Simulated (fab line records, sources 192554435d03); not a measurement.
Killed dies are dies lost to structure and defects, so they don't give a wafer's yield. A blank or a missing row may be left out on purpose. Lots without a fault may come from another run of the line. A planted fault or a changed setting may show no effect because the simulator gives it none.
Chamber matching | flow n5_finfet | N5_BEOL_M13_ETCH_38 on rie_diel-01: 4 sister chambers
The step etches SiCN in CF4/N2, target depth 67.5 nm, time 71.9 s. 4 wafers are shown with their chamber, then 8 later ones without.

WAFERS WITH THEIR CHAMBER
wafer  | chamber | showerhead_plenum_p_Torr (Torr)
L655.2 | 3       | 2.27
L655.3 | 1       | 2.28
L655.6 | 0       | 2.32
L657.1 | 2       | 2.10

WAFERS WITHOUT THEIR CHAMBER
wafer  | showerhead_plenum_p_Torr (Torr)
L657.3 | 2.27
L657.4 | 2.28
L660.1 | 2.26
L660.4 | 2.28
L660.5 | 2.32
L666.1 | 2.27
L666.3 | 2.31
L666.6 | 2.09

WHICH CHAMBER EACH WENT THROUGH
wafer  | from the rows above     | in truth
L657.3 | can't be placed: 3 or 1 | 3
L657.4 | can't be placed: 1 or 3 | 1
L660.1 | can't be placed: 3 or 1 | 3
L660.4 | can't be placed: 1 or 3 | 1
L660.5 | 0                       | 0
L666.1 | can't be placed: 3 or 1 | 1
L666.3 | 0                       | 0
L666.6 | 2                       | 2
Placed correctly: 3 of 8. Can't be placed from these rows: 5 (the true chamber is among the candidates in 5). Placed wrongly: 0.
How it was worked out, from the rows above alone: a wafer's distance from a chamber is the root of the sum, over the readings, of the square of ((its reading less the chamber's mean) divided by the reading's scatter). The wafer belongs to the nearest chamber; if the next one is less than 2 further off, it can't be placed. A chamber's mean is the mean of its shown wafers. The scatter: with one shown wafer a chamber, the root of the mean of the squares of how far each hidden wafer lies from its nearest shown one.
